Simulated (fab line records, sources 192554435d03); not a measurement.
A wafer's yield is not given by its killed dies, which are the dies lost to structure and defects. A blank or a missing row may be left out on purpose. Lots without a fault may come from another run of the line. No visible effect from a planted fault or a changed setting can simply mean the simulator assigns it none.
fab line records :: flow n5_finfet
record:
  lots: 5
  wafers: 15
  last_day: 17
route steps=1938 shown BEOL_M0@719 BEOL_M1@751 PASSIVATION@1936
lots that met no fault: from a run of the same line without faults
start_h: the number of hours between the record's first day and the start of the first shown wafer of the lot :: wait_h: hours from the lot's prior step to this one :: " the same as in the row above :: L1.1+2: one row covering several wafers at once :: - either no value or no given start :: * or withheld: withheld :: < > ~ a bound
route shown NAME@n: a module of which the file shows steps, and the number in the route of the first :: usual: the fault-free wafers' mean and standard deviation :: same: alike in all rows :: chamber/n: place in a boat :: sites: per-site readings :: _std_site: standard deviation of those values :: _edge_site: the outer-site mean with the inner-site mean subtracted :: radius_mm: how far each site lies from the wafer's centre :: mask NAME#n: copy n :: behind: tool/chamber where the wafer was last shaped :: hold: the reason the lot was held/the length of the hold in hours/how it ended :: device: the transistor (n, p or np) that didn't switch :: end of line: the tests these same wafers got at the end of their route :: a step without rows: its recipe alone :: killed: the dies lost at the first sort to structure and to defects; this is not the yield of the wafer :: map: a wafer's dies, x killed, . not, _ none there
set.NAME: setting as actually run; set.NAME@STEP: the setting as run at that earlier step :: model.NAME: the simulator's own value behind a step, which no gauge read
lots at some steps of the route; a table a step, a row a wafer
services: a tool's chamber out of use, with start hour (start_h, from the record's first day; less than 0 if before it), hours out, and reason
== steps ==
step: N5_BEOL_M0_WET_ETCH_106
recipe:
  chemistry: DHF
  dilution: 10:1
  temp_c: 25
  target: SiO2
  target_depth_a: 1300
  dry: ipa_marangoni
  rinse_time_s: 30
  rinse_temp_c: 23
step: N5_BEOL_M0_ETCH_128
recipe:
  chemistry: CF4/N2
  target_depth_a: 120
  overetch_a: 51
  target: SiCN
  time_s: 21.4
  ion_energy_ev: 150
  pressure_mtorr: 40
  source_w: 430
  bias_w: 70
  Ar_flow_sccm: 100
  cf4_flow_sccm: 60
  n2_flow_sccm: 60
step: N5_BEOL_M0_TRENCH_ETCH_107
recipe:
  chemistry: C4F6/O2
  target_depth_a: 328
  target: SiOC
  time_s: 16.4
  ion_energy_ev: 250
  pressure_mtorr: 30
  source_w: 355
  bias_w: 185
  Ar_flow_sccm: 300
  C4F6_flow_sccm: 10
  O2_flow_sccm: 10
step: N5_BEOL_M0_STRIP_142
recipe:
  chemistry: N2/H2
  time_s: 10
  power_w: 450
  temp_c: 40
  pressure_mtorr: 20
  rf_frequency_hz: 6e+07
  bias_power_w: 7
  n2_flow_sccm: 200
  h2_flow_sccm: 200
step: N5_BEOL_M0_HM_STRIP_129
recipe:
  chemistry: peroxide_tin_strip
  material: TiN
  target_depth_a: 170
  temp_c: 50
  time_s: 108
step: N5_BEOL_M0_SRD_130
recipe:
  time_s: 30
  temp_c: 23
  rinse_liquid: diw
  dry: ipa_marangoni
step: N5_BEOL_M0_ETCH_109
recipe:
  chemistry: CH3F/O2
  target_depth_a: 80
  overetch_a: 24
  target: SiCN
  time_s: 27.4
  ion_energy_ev: 120
  pressure_mtorr: 30
  source_w: 395
  bias_w: 75
  Ar_flow_sccm: 150
  CH3F_flow_sccm: 30
  O2_flow_sccm: 20
step: N5_BEOL_M0_STRIP_139
recipe:
  chemistry: post_etch_residue_remover
  time_s: 60
  temp_c: 25
  remover_ph: withheld
  remover_water_wt_pct: withheld
  remover_fluoride_wt_pct: withheld
step: N5_BEOL_M0_SRD_111
recipe:
  time_s: 30
  temp_c: 23
  rinse_liquid: diw
  dry: ipa_marangoni
step: N5_BEOL_M0_DEGAS_112
recipe:
  ambient: vacuum
  temp_c: 250
  time_s: 60
step: N5_BEOL_M0_PRE_CLEAN_113
recipe:
  gas: H2/He
  time_s: 30
  temp_c: 250
step: N5_BEOL_M0_ALD_136
recipe:
  material: TaN
  target_thk_a: *
  temp_c: 275
  ald_precursor_family: PDMAT
  ald_co_reactant: NH3
  pressure_torr: 3
  carrier_flow_sccm: 1500
  pulse_time_s: 2
  purge_time_s: 3
  co_reactant_purge_time_s: 2
  co_reactant_pulse_time_s: 3
  ald_cycles: 30
  precursor_vessel_temp_c: 75
  precursor_vessel_pressure_torr: 26.25
  precursor_vessel_carrier_sccm: 1000
usual:
  chamber_pressure_Torr: 2.999/0.0063
  heater_power_w: 411/37
  precursor_vessel_carrier_sccm: 1000.1/2.8
lot.wafer: L454.1
tool: ald_metal-01
chamber: 2
start_h: 143.92
wait_h: 0.2
chamber_pressure_Torr: 3.005
heater_power_w: 411
precursor_vessel_carrier_sccm: 1000.6
since_wet_clean_h: 2884

lot.wafer: L454.3
tool: ald_metal-01
chamber: 3
start_h: 143.92
wait_h: 0.2
chamber_pressure_Torr: 3.005
heater_power_w: 432
precursor_vessel_carrier_sccm: 1002.4
since_wet_clean_h: 2884

lot.wafer: L454.4
tool: ald_metal-01
chamber: 1
start_h: 143.92
wait_h: 0.2
chamber_pressure_Torr: 2.994
heater_power_w: 371
precursor_vessel_carrier_sccm: 997.5
since_wet_clean_h: 2884

lot.wafer: L462.2
tool: ald_metal-04
chamber: 1
start_h: 182.44
wait_h: 0.0
chamber_pressure_Torr: 3.007
heater_power_w: 441
precursor_vessel_carrier_sccm: 1001.1
since_wet_clean_h: 1384

lot.wafer: L462.5
tool: ald_metal-04
chamber: 0
start_h: 182.44
wait_h: 0.0
chamber_pressure_Torr: 2.998
heater_power_w: 402
precursor_vessel_carrier_sccm: 1001.9
since_wet_clean_h: -

lot.wafer: L462.6
tool: ald_metal-04
chamber: 3
start_h: 182.44
wait_h: 0.0
chamber_pressure_Torr: 3.014
heater_power_w: 364
precursor_vessel_carrier_sccm: 1007.7
since_wet_clean_h: -

lot.wafer: L465.2
tool: ald_metal-01
chamber: 2
start_h: 209.24
wait_h: 0.0
chamber_pressure_Torr: 3.010
heater_power_w: 415
precursor_vessel_carrier_sccm: 999.9
since_wet_clean_h: 2949

lot.wafer: L465.5
tool: ald_metal-01
chamber: 0
start_h: 209.24
wait_h: 0.0
chamber_pressure_Torr: 3.005
heater_power_w: 430
precursor_vessel_carrier_sccm: 1001.8
since_wet_clean_h: -

lot.wafer: L465.6
tool: ald_metal-01
chamber: 1
start_h: 209.24
wait_h: 0.0
chamber_pressure_Torr: 2.998
heater_power_w: 375
precursor_vessel_carrier_sccm: 1000.8
since_wet_clean_h: -

lot.wafer: L469.2
tool: ald_metal-01
chamber: 0
start_h: 229.65
wait_h: 0.1
chamber_pressure_Torr: 3.008
heater_power_w: 428
precursor_vessel_carrier_sccm: 1002.4
since_wet_clean_h: 2969

lot.wafer: L469.3
tool: ald_metal-01
chamber: 3
start_h: 229.65
wait_h: 0.1
chamber_pressure_Torr: 3.009
heater_power_w: 438
precursor_vessel_carrier_sccm: 1002.1
since_wet_clean_h: 2969

lot.wafer: L469.6
tool: ald_metal-01
chamber: 0
start_h: 229.65
wait_h: 0.1
chamber_pressure_Torr: 2.998
heater_power_w: 429
precursor_vessel_carrier_sccm: 1000.1
since_wet_clean_h: -

lot.wafer: L470.1
tool: ald_metal-01
chamber: 1
start_h: 236.81
wait_h: 0.0
chamber_pressure_Torr: 3.003
heater_power_w: 366
precursor_vessel_carrier_sccm: 1002.7
since_wet_clean_h: 2977

lot.wafer: L470.2
tool: ald_metal-01
chamber: 3
start_h: 236.81
wait_h: 0.0
chamber_pressure_Torr: 2.992
heater_power_w: 447
precursor_vessel_carrier_sccm: 1000.8
since_wet_clean_h: 2977

lot.wafer: L470.6
tool: ald_metal-01
chamber: 0
start_h: 236.81
wait_h: 0.0
chamber_pressure_Torr: 2.993
heater_power_w: 421
precursor_vessel_carrier_sccm: 1003.3
since_wet_clean_h: -
step: N5_BEOL_M0_SURFACE_TREAT_137
recipe:
  gas: Ar
  time_s: *
  ion_energy_ev: *
  ion_current_ma_cm2: 0.5
  pressure_mtorr: *
  ar_flow_sccm: 30
step: N5_BEOL_M0_CVD_115
recipe:
  material: Co
  target_thk_a: *
  temp_c: withheld
  precursor: CCTBA/H2
  pressure_torr: 30
  time_s: 120
step: N5_BEOL_M0_SPUTTER_116
recipe:
  material: Cu
  target_thk_a: 40
  temp_c: -20
  chamber_pressure_pa: 0.07
  power_w: withheld
  time_s: 7.37
step: N5_BEOL_M0_ANNEAL_117
recipe:
  temp_c: 400
  time_s: 60
  ambient: vacuum
step: N5_BEOL_M0_SPUTTER_132
recipe:
  material: Cu
  target_thk_a: 40
  temp_c: -20
  chamber_pressure_pa: 0.07
  power_w: withheld
  time_s: 7.37
step: N5_BEOL_M0_ANNEAL_133
recipe:
  temp_c: 400
  time_s: 60
  ambient: vacuum
step: N5_BEOL_M0_SPUTTER_134
recipe:
  material: Cu
  target_thk_a: 40
  temp_c: -20
  chamber_pressure_pa: 0.07
  power_w: withheld
  time_s: 7.37
step: N5_BEOL_M0_ANNEAL_135
recipe:
  temp_c: 400
  time_s: 60
  ambient: vacuum
step: N5_BEOL_M0_SPUTTER_141
recipe:
  material: Cu
  target_thk_a: 40
  temp_c: -20
  chamber_pressure_pa: 0.07
  power_w: withheld
  time_s: 7.37
step: N5_BEOL_M0_ECD_118
recipe:
  material: Cu
  target_thk_a: 3000
step: N5_BEOL_M0_ANNEAL_119
recipe:
  temp_c: 225
  time_s: 90
  ambient: N2
step: N5_BEOL_M0_CMP_120
recipe:
  stop_on: SiOC
  t_overpolish_s: 6.9
  down_force_psi: 1
  platen_rpm: 50
  clearing_platen_down_force_psi: 1.5
  clearing_platen_rpm: 50
  post_cmp_clean: cu_alkaline
  clearing_platen_pad_velocity_m_s: 0.99484
  pad_velocity_m_s: 0.99484
step: N5_BEOL_M0_PRE_CLEAN_131
recipe:
  gas: NH3/H2
  time_s: 15
  temp_c: *
  rf_power_w: 300
step: N5_BEOL_M0_CO_CAP_123
recipe:
  material: Co
  target_thk_a: 20
  temp_c: 200
  precursor: CCTBA/H2
  pressure_torr: 30
  time_s: 102.1
step: N5_BEOL_M0_PRE_CLEAN_124
recipe:
  gas: NH3
  time_s: 15
  temp_c: withheld
  rf_power_w: 300
step: N5_BEOL_M0_DEP_125
recipe:
  material: SiCN
  target_thk_a: 80
  temp_c: withheld
  precursor: 3MS/NH3
  pressure_torr: 3
  rf_w: 202
  time_s: 14
step: N5_BEOL_M1_ILD_DEP_00
recipe:
  material: SiOC
  target_thk_a: 790
  temp_c: 350
  precursor: DEMS/O2
  pressure_torr: 5
  rf_w: 500
  time_s: 15.3
step: N5_BEOL_M1_PECVD_72
recipe:
  material: SiO2
  target_thk_a: 160
  temp_c: 400
  precursor: TEOS/O2
  pressure_torr: 5.5
  rf_w: 450
  teos_flow_sccm: 53.8
  gas: O2
  flow_sccm: 3000
  time_s: 18
step: N5_BEOL_M1_HM_DEP_02
recipe:
  material: TiN
  target_thk_a: 200
  temp_c: 25
  chamber_pressure_pa: 0.49996
step: N5_BEOL_M1_COAT_61
recipe:
  resist: SOC
  temp_c: 250
  time_s: 60
  spin_rpm: 1500
  resist_thk_nm: 60
step: N5_BEOL_M1_COAT_62
recipe:
  resist: SiARC
  temp_c: 220
  time_s: 60
  spin_rpm: 1500
  resist_thk_nm: 12
step: N5_BEOL_M1_COAT_73
recipe:
  resist: underlayer
  temp_c: 205
  time_s: 60
  spin_rpm: 1500
  resist_thk_nm: 5
step: N5_BEOL_M1_COAT_05
recipe:
  resist: CAR-EUV
  spin_rpm: 1500
  resist_thk_nm: 30
step: N5_BEOL_M1_EBR_07
recipe:
  solvent: PGMEA
  ebr_width_mm: 1.5
step: N5_BEOL_M1_SOFTBAKE_06
recipe:
  temp_c: 110
  time_s: 60
  resist: CAR-EUV
step: N5_PASSIVATION_PROBE_49
usual:
  defect_limited_yield: 91.2/1.5
  killed_at_M0_to_M3: 34/11
  killed_at_M4_up: 14/5.4
  killed_at_contacts: 12/5.9
  killed_at_front_end: 40/12
  killed_at_other: 4/3.3
  killed_dies: 103/18
  killed_on_rim: 14/4.1
  killed_open: 68/13
  killed_short: 34/7.5
  sort_bin_5_function: 5.1/1
  sort_bin_6_memory: 3.3/0.7
  sort_n_pass: 1076/18
  sort_yield_pct: 91.2/1.5
same:
  gross_dies: 1180
  killed_at_back_side: 0
  sort_bin_4_leakage[%]: 0
  sort_bin_8_speed[%]: 0
lot.wafer: L454.1
tool: prober-02
chamber: -
start_h: 338.00
wait_h: 0.0
defect_limited_yield[%]: 90.9
killed_at_M0_to_M3: 38
killed_at_M4_up: 23
killed_at_contacts: 9
killed_at_front_end: 34
killed_at_other: 3
killed_dies: 107
killed_on_rim: 15
killed_open: 70
killed_short: 34
sort_bin_5_function[%]: 5.7
sort_bin_6_memory[%]: 3.4
sort_n_pass: 1073
sort_yield_pct[%]: 90.9

lot.wafer: L454.3
tool: prober-02
chamber: -
start_h: 338.10
wait_h: 0.1
defect_limited_yield[%]: 89.9
killed_at_M0_to_M3: 45
killed_at_M4_up: 14
killed_at_contacts: 8
killed_at_front_end: 47
killed_at_other: 5
killed_dies: 119
killed_on_rim: 15
killed_open: 74
killed_short: 41
sort_bin_5_function[%]: 6.4
sort_bin_6_memory[%]: 3.1
sort_n_pass: 1061
sort_yield_pct[%]: 89.9

lot.wafer: L454.4
tool: prober-02
chamber: -
start_h: 338.15
wait_h: 0.2
defect_limited_yield[%]: 90.1
killed_at_M0_to_M3: 46
killed_at_M4_up: 24
killed_at_contacts: 11
killed_at_front_end: 28
killed_at_other: 8
killed_dies: 117
killed_on_rim: 11
killed_open: 86
killed_short: 30
sort_bin_5_function[%]: 5.3
sort_bin_6_memory[%]: 4.6
sort_n_pass: 1063
sort_yield_pct[%]: 90.1

lot.wafer: L462.2
tool: prober-01
chamber: -
start_h: 356.44
wait_h: 0.1
defect_limited_yield[%]: 91.2
killed_at_M0_to_M3: 45
killed_at_M4_up: 21
killed_at_contacts: 5
killed_at_front_end: 26
killed_at_other: 7
killed_dies: 104
killed_on_rim: 19
killed_open: 57
killed_short: 45
sort_bin_5_function[%]: 5.2
sort_bin_6_memory[%]: 2.8
sort_n_pass: 1076
sort_yield_pct[%]: 91.2

lot.wafer: L462.5
tool: prober-01
chamber: -
start_h: 356.59
wait_h: 0.2
defect_limited_yield[%]: 93.9
killed_at_M0_to_M3: 26
killed_at_M4_up: 12
killed_at_contacts: 4
killed_at_front_end: 28
killed_at_other: 2
killed_dies: 72
killed_on_rim: 8
killed_open: 34
killed_short: 38
sort_bin_5_function[%]: 3.2
sort_bin_6_memory[%]: 2.6
sort_n_pass: 1108
sort_yield_pct[%]: 93.9

lot.wafer: L462.6
tool: prober-01
chamber: -
start_h: 356.64
wait_h: 0.3
defect_limited_yield[%]: 89.3
killed_at_M0_to_M3: 48
killed_at_M4_up: 20
killed_at_contacts: 21
killed_at_front_end: 29
killed_at_other: 8
killed_dies: 126
killed_on_rim: 19
killed_open: 86
killed_short: 38
sort_bin_5_function[%]: 6.9
sort_bin_6_memory[%]: 3.4
sort_n_pass: 1054
sort_yield_pct[%]: 89.3

lot.wafer: L465.2
tool: prober-02
chamber: -
start_h: 357.55
wait_h: 0.1
defect_limited_yield[%]: 91.0
killed_at_M0_to_M3: 34
killed_at_M4_up: 18
killed_at_contacts: 12
killed_at_front_end: 42
killed_at_other: 0
killed_dies: 106
killed_on_rim: 7
killed_open: 67
killed_short: 39
sort_bin_5_function[%]: 4.7
sort_bin_6_memory[%]: 4.0
sort_n_pass: 1074
sort_yield_pct[%]: 91.0

lot.wafer: L465.5
tool: prober-02
chamber: -
start_h: 357.70
wait_h: 0.2
defect_limited_yield[%]: 85.6
killed_at_M0_to_M3: 107
killed_at_M4_up: 17
killed_at_contacts: 17
killed_at_front_end: 29
killed_at_other: 0
killed_dies: 170
killed_on_rim: 27
killed_open: 77
killed_short: 34
sort_bin_5_function[%]: 9.1
sort_bin_6_memory[%]: 3.5
sort_n_pass: 1010
sort_yield_pct[%]: 85.6

lot.wafer: L465.6
tool: prober-02
chamber: -
start_h: 357.75
wait_h: 0.3
defect_limited_yield[%]: 91.9
killed_at_M0_to_M3: 28
killed_at_M4_up: 20
killed_at_contacts: 11
killed_at_front_end: 35
killed_at_other: 1
killed_dies: 95
killed_on_rim: 9
killed_open: 65
killed_short: 27
sort_bin_5_function[%]: 5.3
sort_bin_6_memory[%]: 2.3
sort_n_pass: 1085
sort_yield_pct[%]: 91.9

lot.wafer: L469.2
tool: prober-01
chamber: -
start_h: 398.43
wait_h: 2.1
defect_limited_yield[%]: 86.5
killed_at_M0_to_M3: 94
killed_at_M4_up: 11
killed_at_contacts: 12
killed_at_front_end: 40
killed_at_other: 2
killed_dies: 159
killed_on_rim: 28
killed_open: 66
killed_short: 27
sort_bin_5_function[%]: 7.6
sort_bin_6_memory[%]: 3.5
sort_n_pass: 1021
sort_yield_pct[%]: 86.5

lot.wafer: L469.3
tool: prober-01
chamber: -
start_h: 398.48
wait_h: 2.2
defect_limited_yield[%]: 88.6
killed_at_M0_to_M3: 48
killed_at_M4_up: 10
killed_at_contacts: 10
killed_at_front_end: 60
killed_at_other: 7
killed_dies: 135
killed_on_rim: 16
killed_open: 95
killed_short: 40
sort_bin_5_function[%]: 6.2
sort_bin_6_memory[%]: 4.8
sort_n_pass: 1045
sort_yield_pct[%]: 88.6

lot.wafer: L469.6
tool: prober-01
chamber: -
start_h: 398.63
wait_h: 2.3
defect_limited_yield[%]: 87.1
killed_at_M0_to_M3: 96
killed_at_M4_up: 10
killed_at_contacts: 10
killed_at_front_end: 36
killed_at_other: 0
killed_dies: 152
killed_on_rim: 29
killed_open: 58
killed_short: 25
sort_bin_5_function[%]: 7.7
sort_bin_6_memory[%]: 3.2
sort_n_pass: 1028
sort_yield_pct[%]: 87.1

lot.wafer: L470.1
tool: prober-01
chamber: -
start_h: 414.74
wait_h: 0.0
defect_limited_yield[%]: 89.9
killed_at_M0_to_M3: 59
killed_at_M4_up: 8
killed_at_contacts: 9
killed_at_front_end: 38
killed_at_other: 5
killed_dies: 119
killed_on_rim: 16
killed_open: 71
killed_short: 47
sort_bin_5_function[%]: 5.8
sort_bin_6_memory[%]: 4.0
sort_n_pass: 1061
sort_yield_pct[%]: 89.9

lot.wafer: L470.2
tool: prober-01
chamber: -
start_h: 414.79
wait_h: 0.1
defect_limited_yield[%]: 91.5
killed_at_M0_to_M3: 38
killed_at_M4_up: 18
killed_at_contacts: 8
killed_at_front_end: 32
killed_at_other: 4
killed_dies: 100
killed_on_rim: 10
killed_open: 65
killed_short: 35
sort_bin_5_function[%]: 5.0
sort_bin_6_memory[%]: 2.9
sort_n_pass: 1080
sort_yield_pct[%]: 91.5

lot.wafer: L470.6
tool: prober-01
chamber: -
start_h: 414.99
wait_h: 0.3
defect_limited_yield[%]: 87.4
killed_at_M0_to_M3: 91
killed_at_M4_up: 17
killed_at_contacts: 1
killed_at_front_end: 36
killed_at_other: 4
killed_dies: 149
killed_on_rim: 23
killed_open: 62
killed_short: 21
sort_bin_5_function[%]: 6.9
sort_bin_6_memory[%]: 3.8
sort_n_pass: 1031
sort_yield_pct[%]: 87.4
killed by level:class
L454.1 BEOL_M4:geometric_particle:open=11 FIN_SAQP:geometric_particle:short=10 BEOL_M1:geometric_particle:open=9 BEOL_M2:geometric_particle:open=8 BEOL_M3:geometric_particle:open=6 DUMMY_GATE:geometric_particle:open=5 MOL_CONTACT_COAG:geometric_particle:open=5 FIN_SAQP:geometric_particle:open=4
L454.3 BEOL_M3:geometric_particle:open=12 STI_FIN_REVEAL:geometric_particle:open=10 FIN_SAQP:geometric_particle:open=6 GATE_CUT:geometric_particle:short=6 MOL_CONTACT_COAG:geometric_particle:open=6 BEOL_M0_SAQP:geometric_particle:open=6 BEOL_M3:geometric_particle:short=6 STI_FIN_REVEAL:geometric_particle:short=5
L454.4 BEOL_M2:geometric_particle:open=13 MOL_CONTACT_COAG:geometric_particle:open=9 BEOL_M4:geometric_particle:open=9 BEOL_M1:geometric_particle:open=8 BEOL_M3:geometric_particle:open=8 STI_FIN_REVEAL:geometric_particle:open=6 BEOL_M8:geometric_particle:open=6 FIN_SAQP:geometric_particle:open=5
L462.2 BEOL_M0_SAQP:geometric_particle:short=15 BEOL_M4:geometric_particle:open=11 BEOL_M0_SAQP:geometric_particle:open=9 FIN_SAQP:geometric_particle:short=7 BEOL_M2:geometric_particle:open=6 FIN_SAQP:geometric_particle:open=5 BEOL_M1:geometric_particle:open=5 BEOL_M3:geometric_particle:open=5
L462.5 FIN_SAQP:geometric_particle:short=9 BEOL_M0_SAQP:geometric_particle:short=9 FIN_SAQP:geometric_particle:open=6 BEOL_M0_SAQP:geometric_particle:open=5 BEOL_M1:geometric_particle:open=4 BEOL_M4:geometric_particle:open=4 GATE_CUT:geometric_particle:short=3 BEOL_M3:geometric_particle:short=3
L462.6 MOL_CONTACT_COAG:geometric_particle:open=17 BEOL_M0_SAQP:geometric_particle:open=15 BEOL_M0_SAQP:geometric_particle:short=11 BEOL_M4:geometric_particle:open=10 FIN_SAQP:geometric_particle:short=7 FIN_SAQP:geometric_particle:open=7 BEOL_M3:geometric_particle:open=7 BEOL_M1:geometric_particle:open=6
L465.2 STI_FIN_REVEAL:geometric_particle:open=12 MOL_CONTACT_COAG:geometric_particle:open=9 BEOL_M2:geometric_particle:short=7 FIN_SAQP:geometric_particle:open=6 BEOL_M4:geometric_particle:open=6 BEOL_M0_SAQP:geometric_particle:short=5 BEOL_M0_SAQP:geometric_particle:open=5 BEOL_M3:geometric_particle:open=5
L465.5 BEOL_M0:unspecified=59 BEOL_M3:geometric_particle:open=18 MOL_CONTACT_COAG:geometric_particle:open=12 BEOL_M0_SAQP:geometric_particle:open=9 BEOL_M4:geometric_particle:open=9 BEOL_M0_SAQP:geometric_particle:short=6 BEOL_M1:geometric_particle:open=6 MOL_CONTACT_COAG:geometric_particle:short=5
L465.6 BEOL_M4:geometric_particle:open=11 MOL_CONTACT_COAG:geometric_particle:open=8 BEOL_M3:geometric_particle:open=7 BEOL_M0_SAQP:geometric_particle:open=6 FIN_SAQP:geometric_particle:short=5 GATE_CUT:geometric_particle:short=5 BEOL_M2:geometric_particle:open=5 STARTING-WAFER:geometric_particle:open=5
L469.2 BEOL_M0:unspecified=66 MOL_CONTACT_COAG:geometric_particle:open=10 BEOL_M2:geometric_particle:open=10 STI_FIN_REVEAL:geometric_particle:open=8 DUMMY_GATE:geometric_particle:open=8 FIN_SAQP:geometric_particle:open=5 FIN_SAQP:geometric_particle:short=4 GATE_CUT:geometric_particle:short=4
L469.3 FIN_SAQP:geometric_particle:short=17 FIN_SAQP:geometric_particle:open=13 BEOL_M0_SAQP:geometric_particle:open=13 BEOL_M2:geometric_particle:open=11 MOL_CONTACT_COAG:geometric_particle:open=10 BEOL_M1:geometric_particle:open=10 STI_FIN_REVEAL:geometric_particle:open=9 DUMMY_GATE:geometric_particle:open=9
L469.6 BEOL_M0:unspecified=69 BEOL_M1:geometric_particle:open=9 DUMMY_GATE:geometric_particle:open=8 MOL_CONTACT_COAG:geometric_particle:open=8 FIN_SAQP:geometric_particle:open=6 FIN_SAQP:geometric_particle:short=5 STI_FIN_REVEAL:geometric_particle:open=5 BEOL_M0_SAQP:geometric_particle:short=4
L470.1 BEOL_M0_SAQP:geometric_particle:open=13 BEOL_M1:geometric_particle:open=11 BEOL_M0_SAQP:geometric_particle:short=10 FIN_SAQP:geometric_particle:short=9 BEOL_M3:geometric_particle:open=9 FIN_SAQP:geometric_particle:open=8 MOL_CONTACT_COAG:geometric_particle:open=8 BEOL_M1:geometric_particle:short=7
L470.2 BEOL_M1:geometric_particle:open=11 FIN_SAQP:geometric_particle:short=9 BEOL_M0_SAQP:geometric_particle:short=7 BEOL_M3:geometric_particle:open=7 BEOL_M4:geometric_particle:open=7 MOL_CONTACT_COAG:geometric_particle:open=6 FIN_SAQP:geometric_particle:open=5 DUMMY_GATE:geometric_particle:open=5
L470.6 BEOL_M0:unspecified=66 BEOL_M1:geometric_particle:open=13 DUMMY_GATE:geometric_particle:open=8 GATE_CUT:geometric_particle:short=6 BEOL_M4:geometric_particle:open=6 STARTING-WAFER:geometric_particle:open=6 FIN_SAQP:geometric_particle:open=5 BEOL_M7:geometric_particle:open=4
map L465.5 (x killed, . not)
_________________x.x..x......________________
______________...............x.._____________
___________.............x.....x.x..__________
__________..x....x...........x......_________
________x............x..........x....._______
_______..xx...........x.......xx.......______
______...............x....x............._____
_____.......x................x...........____
____............x.........x............x..___
___.....x..............xxx....x.x..........__
___x.x.............................xx......__
__xxx.............x...x............x......x._
__xxxxx.x...................xx.......x......_
_xxxx.xx.....................................
_xxxxxx.......x...........x....x..........x.x
_xxxxxxx.....x......x......x................x
_xxxxxxx....................x.......xx.......
_xxxxxxxx....x........x......................
_xxxxxx.x....x........x......x...x....x......
_xxxxxx.....x..x.................x.........x.
_xxxx.x.xx..........xx......x................
__..xx.x..............x.......x..........x.._
__.............x......x..............xx....._
___....x..........x.............x..........__
___..............x....x..............x.....__
____....x....x.x..........x...............___
_____...x.....x.......................x..____
______...............x....x..x.x.....x.._____
_______..........x..................x.x______
________........................x....._______
__________.......x....x........x...._________
___________........................__________
______________..x...x..........x_____________
_________________.........x..________________
map L469.2 (x killed, . not)
_________________.....x......________________
______________..............x..._____________
___________.xx......x....x.x.......__________
__________.........................._________
________..........x.....x..........x.._______
_______..........x....x..........x.....______
______......................x.........x._____
_____..x.............x.........x..x......____
____......................................___
___......xx..........x.......x......x......__
___.........x...........xx.................__
__xxx..............x........................_
__xxxx.x.x.................x.........xx....._
_xxxxxxx.................x......x..x.........
_xxxxxxxx..........x....x....................
_xxxxxx.x..xx...x............................
_xxxxxx...x........x..............xx.........
_xxxxxxxx....x.......x........x........x.....
_xxxxx.xxx...................................
_xxxxx.x..x...x....x.x......x..............x.
_x.xx........................................
__xx.........x.....xxx...........x.........._
__xx.....x.......x...x...x......x...x.....x._
___x.x.x....xx.................x...........__
___....................................x...__
____...x...x..xxx.....................x...___
_____.............x........x..x..........____
______.................................._____
_______.............................x..______
________.x..........x.......x.....x..._______
__________..x......................._________
___________.x........x............x__________
______________............x.x..._____________
_________________........x...________________
== services ==
tool: ald_metal-01
chamber: 2
start_h: 175.40
hours: 24.0
kind: repair

tool: ald_metal-04
chamber: 0
start_h: 198.55
hours: 8.2
kind: repair
== key ==
first_sign:
  step: N5_PASSIVATION_PROBE_49
  reading: killed_at_M0_to_M3
  direction: up
  sigmas: 5.7
  usual: 34
  struck: 97
effect:
  step: N5_PASSIVATION_PROBE_49
  reading: killed_dies
  direction: up
  sigmas: 3.1
  usual: 103
  struck: 158
more_kills_born_at:
  N5_BEOL_M0_ALD_136@ald_metal-01: 260
met_at N5_BEOL_M0_ALD_136
struck_wafers L465.5,L469.2,L469.6,L470.6
fault:
  kind: chamber_particle_source
  tool: ald_metal-01
  chamber: 0
  onset_h: 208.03
  steps: N5_BEOL_M0_ALD_136
  rate_per_visit_cm2: 0.94716
  end_h: 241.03
